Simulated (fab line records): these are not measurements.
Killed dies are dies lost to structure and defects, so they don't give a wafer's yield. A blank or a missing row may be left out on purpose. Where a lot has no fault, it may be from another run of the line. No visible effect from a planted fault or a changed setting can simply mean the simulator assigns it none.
Split-lot study :: flow n5Finfet :: 7 lots, 39 wafers read, on a route of 1938 steps

## THE SPLIT
At N5_BEOL_M9_HM_DEP_02 (deposits TiN, target thk 20 nm), the setting targetThkA was moved away from the recipe's 200 angstrom on 9 of the 39 wafers read, by +16.4% to +33.3%. The other wafers ran this setting at the recipe's value.

## FROM THE SPLIT TO THE READING: what the file shows between them, 4 steps
- N5_BEOL_M9_COAT_59: time 60 s, resist thk 100 nm
- N5_BEOL_M9_COAT_60: time 60 s, resist thk 30 nm
- N5_BEOL_M9_STRIP_68: strips in N2/H2
- N5_BEOL_M9_STRIP_67: strips in CF4

## THE READING
etch.depthNm (the simulator's own value, which no gauge read), in nm, at N5_BEOL_M9_HM_OPEN_17 (chemistry Cl2/BCl3, target TiN, target depth 20 nm, overetch 6 nm). The file gives no usual value for it. Across the 30 wafers here that went through the recipe, the average is 20.01 nm and the standard deviation 0.16 nm.

wafer: L079.1
tool, chamber at the split: pvdSputter-01, -
targetThkA as run, angstrom: 200
against the recipe: recipe
etch.depthNm, nm: 20.12
against lot-mates on the recipe: -

wafer: L079.2
tool, chamber at the split: pvdSputter-01, -
targetThkA as run, angstrom: 200
against the recipe: recipe
etch.depthNm, nm: 20.22
against lot-mates on the recipe: -

wafer: L079.3
tool, chamber at the split: pvdSputter-01, -
targetThkA as run, angstrom: 266.7
against the recipe: +33.3%
etch.depthNm, nm: 26.57
against lot-mates on the recipe: +6.43

wafer: L079.4
tool, chamber at the split: pvdSputter-01, -
targetThkA as run, angstrom: 266.7
against the recipe: +33.3%
etch.depthNm, nm: 26.69
against lot-mates on the recipe: +6.55

wafer: L079.5
tool, chamber at the split: pvdSputter-01, -
targetThkA as run, angstrom: 266.7
against the recipe: +33.3%
etch.depthNm, nm: 26.49
against lot-mates on the recipe: +6.35

wafer: L079.6
tool, chamber at the split: pvdSputter-01, -
targetThkA as run, angstrom: 200
against the recipe: recipe
etch.depthNm, nm: 20.08
against lot-mates on the recipe: -

wafer: L083.1
tool, chamber at the split: pvdSputter-02, -
targetThkA as run, angstrom: 232.8
against the recipe: +16.4%
etch.depthNm, nm: 23.6
against lot-mates on the recipe: +3.49

wafer: L083.2
tool, chamber at the split: pvdSputter-02, -
targetThkA as run, angstrom: 232.8
against the recipe: +16.4%
etch.depthNm, nm: 23.36
against lot-mates on the recipe: +3.25

wafer: L083.3
tool, chamber at the split: pvdSputter-02, -
targetThkA as run, angstrom: 200
against the recipe: recipe
etch.depthNm, nm: 20.19
against lot-mates on the recipe: -

wafer: L083.4
tool, chamber at the split: pvdSputter-02, -
targetThkA as run, angstrom: 200
against the recipe: recipe
etch.depthNm, nm: 20.03
against lot-mates on the recipe: -

wafer: L083.5
tool, chamber at the split: pvdSputter-02, -
targetThkA as run, angstrom: 232.8
against the recipe: +16.4%
etch.depthNm, nm: 23.55
against lot-mates on the recipe: +3.44

wafer: L083.6
tool, chamber at the split: pvdSputter-02, -
targetThkA as run, angstrom: 200
against the recipe: recipe
etch.depthNm, nm: 20.12
against lot-mates on the recipe: -

wafer: L084.1
tool, chamber at the split: pvdSputter-01, -
targetThkA as run, angstrom: 200
against the recipe: recipe
etch.depthNm, nm: 20.27
against lot-mates on the recipe: -

wafer: L084.5
tool, chamber at the split: pvdSputter-01, -
targetThkA as run, angstrom: 200
against the recipe: recipe
etch.depthNm, nm: 20.17
against lot-mates on the recipe: -

wafer: L084.6
tool, chamber at the split: pvdSputter-01, -
targetThkA as run, angstrom: 200
against the recipe: recipe
etch.depthNm, nm: 20.14
against lot-mates on the recipe: -

wafer: L086.1
tool, chamber at the split: pvdSputter-03, -
targetThkA as run, angstrom: 200
against the recipe: recipe
etch.depthNm, nm: 19.85
against lot-mates on the recipe: -

wafer: L086.4
tool, chamber at the split: pvdSputter-03, -
targetThkA as run, angstrom: 200
against the recipe: recipe
etch.depthNm, nm: 19.85
against lot-mates on the recipe: -

wafer: L086.2
tool, chamber at the split: pvdSputter-03, -
targetThkA as run, angstrom: 200
against the recipe: recipe
etch.depthNm, nm: 19.86
against lot-mates on the recipe: -

wafer: L086.5
tool, chamber at the split: pvdSputter-03, -
targetThkA as run, angstrom: 200
against the recipe: recipe
etch.depthNm, nm: 19.86
against lot-mates on the recipe: -

wafer: L086.3
tool, chamber at the split: pvdSputter-03, -
targetThkA as run, angstrom: 200
against the recipe: recipe
etch.depthNm, nm: 19.81
against lot-mates on the recipe: -

wafer: L086.6
tool, chamber at the split: pvdSputter-03, -
targetThkA as run, angstrom: 200
against the recipe: recipe
etch.depthNm, nm: 20
against lot-mates on the recipe: -

wafer: L091.1
tool, chamber at the split: pvdSputter-01, -
targetThkA as run, angstrom: 200
against the recipe: recipe
etch.depthNm, nm: 20.23
against lot-mates on the recipe: -

wafer: L091.2
tool, chamber at the split: pvdSputter-01, -
targetThkA as run, angstrom: 200
against the recipe: recipe
etch.depthNm, nm: 19.99
against lot-mates on the recipe: -

wafer: L091.3
tool, chamber at the split: pvdSputter-01, -
targetThkA as run, angstrom: 200
against the recipe: recipe
etch.depthNm, nm: 20.24
against lot-mates on the recipe: -

wafer: L091.4
tool, chamber at the split: pvdSputter-01, -
targetThkA as run, angstrom: 200
against the recipe: recipe
etch.depthNm, nm: 20.01
against lot-mates on the recipe: -

wafer: L091.5
tool, chamber at the split: pvdSputter-01, -
targetThkA as run, angstrom: 200
against the recipe: recipe
etch.depthNm, nm: 20.18
against lot-mates on the recipe: -

wafer: L091.6
tool, chamber at the split: pvdSputter-01, -
targetThkA as run, angstrom: 200
against the recipe: recipe
etch.depthNm, nm: 20.12
against lot-mates on the recipe: -

wafer: L092.1
tool, chamber at the split: pvdSputter-02, -
targetThkA as run, angstrom: 200
against the recipe: recipe
etch.depthNm, nm: 19.63
against lot-mates on the recipe: -

wafer: L092.2
tool, chamber at the split: pvdSputter-02, -
targetThkA as run, angstrom: 236.8
against the recipe: +18.4%
etch.depthNm, nm: 23.57
against lot-mates on the recipe: +3.83

wafer: L092.3
tool, chamber at the split: pvdSputter-02, -
targetThkA as run, angstrom: 236.8
against the recipe: +18.4%
etch.depthNm, nm: 23.3
against lot-mates on the recipe: +3.56

wafer: L092.4
tool, chamber at the split: pvdSputter-02, -
targetThkA as run, angstrom: 200
against the recipe: recipe
etch.depthNm, nm: 19.87
against lot-mates on the recipe: -

wafer: L092.5
tool, chamber at the split: pvdSputter-02, -
targetThkA as run, angstrom: 236.8
against the recipe: +18.4%
etch.depthNm, nm: 23.5
against lot-mates on the recipe: +3.76

wafer: L092.6
tool, chamber at the split: pvdSputter-02, -
targetThkA as run, angstrom: 200
against the recipe: recipe
etch.depthNm, nm: 19.71
against lot-mates on the recipe: -

wafer: L089.1
tool, chamber at the split: pvdSputter-03, -
targetThkA as run, angstrom: 200
against the recipe: recipe
etch.depthNm, nm: 19.93
against lot-mates on the recipe: -

wafer: L089.2
tool, chamber at the split: pvdSputter-03, -
targetThkA as run, angstrom: 200
against the recipe: recipe
etch.depthNm, nm: 20
against lot-mates on the recipe: -

wafer: L089.3
tool, chamber at the split: pvdSputter-03, -
targetThkA as run, angstrom: 200
against the recipe: recipe
etch.depthNm, nm: 20.02
against lot-mates on the recipe: -

wafer: L089.4
tool, chamber at the split: pvdSputter-03, -
targetThkA as run, angstrom: 200
against the recipe: recipe
etch.depthNm, nm: 20.03
against lot-mates on the recipe: -

wafer: L089.5
tool, chamber at the split: pvdSputter-03, -
targetThkA as run, angstrom: 200
against the recipe: recipe
etch.depthNm, nm: 19.95
against lot-mates on the recipe: -

wafer: L089.6
tool, chamber at the split: pvdSputter-03, -
targetThkA as run, angstrom: 200
against the recipe: recipe
etch.depthNm, nm: 19.91
against lot-mates on the recipe: -

THE FIT
A straight line over all 39 wafers: etch.depthNm changes by +0.197 nm for each +1% of targetThkA; r = +1.00; the points scatter about the line by 0.18 nm.
The same after taking each lot's own level away (the mean of its wafers on the recipe; 39 wafers): +0.197 nm for each +1%; r = +1.00; scatter 0.1 nm.
That fit puts the effect of the largest move of targetThkA on the reading at 6.6 nm.
The span of the lots' own levels, 19.737 to 20.193 nm, comes to 2.9 times the standard deviation stated above.
Hence the lot-to-lot level has little effect on the slope; both slopes agree.
Check: with one of the wafers moved furthest among these (+33.3%) left out of the fit, the line predicts +6.61 nm for it against its lot-mates. It came out at +6.43 nm against them.

## OTHER SPLITS APPLIED TO THESE WAFERS
Note: prior to the reading, these wafers also went through further splits. Each is held against what the fit with the lots' levels taken away leaves over:
other split on the same wafers: N5_BEOL_M5_TRENCH_ETCH_37 timeS
wafers away from the commonest value: 15
r with etch.depthNm (lot level and that fit taken away): +0.23

## THE WHOLE CHAIN: every reading that the file lists as answering this split, in the file's order
step: N5_BEOL_M9_HM_DEP_02
what it does: deposits TiN, target thk 20 nm
reading: TiN_of_BEOL_M9_HM_DEP_02.thkNm (the simulator's own value, which no gauge read)
change (the file's fit): +0.202 nm for each +1% of the setting
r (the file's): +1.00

step: N5_BEOL_M9_HM_OPEN_17
what it does: chemistry Cl2/BCl3, target TiN, target depth 20 nm, overetch 6 nm
reading: etch.depthNm (the simulator's own value, which no gauge read)
change (the file's fit): +0.197 nm for each +1% of the setting
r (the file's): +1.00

## FILE'S OWN FIT
etch.depthNm changes by +0.197 nm for each +1% of targetThkA, r = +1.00.
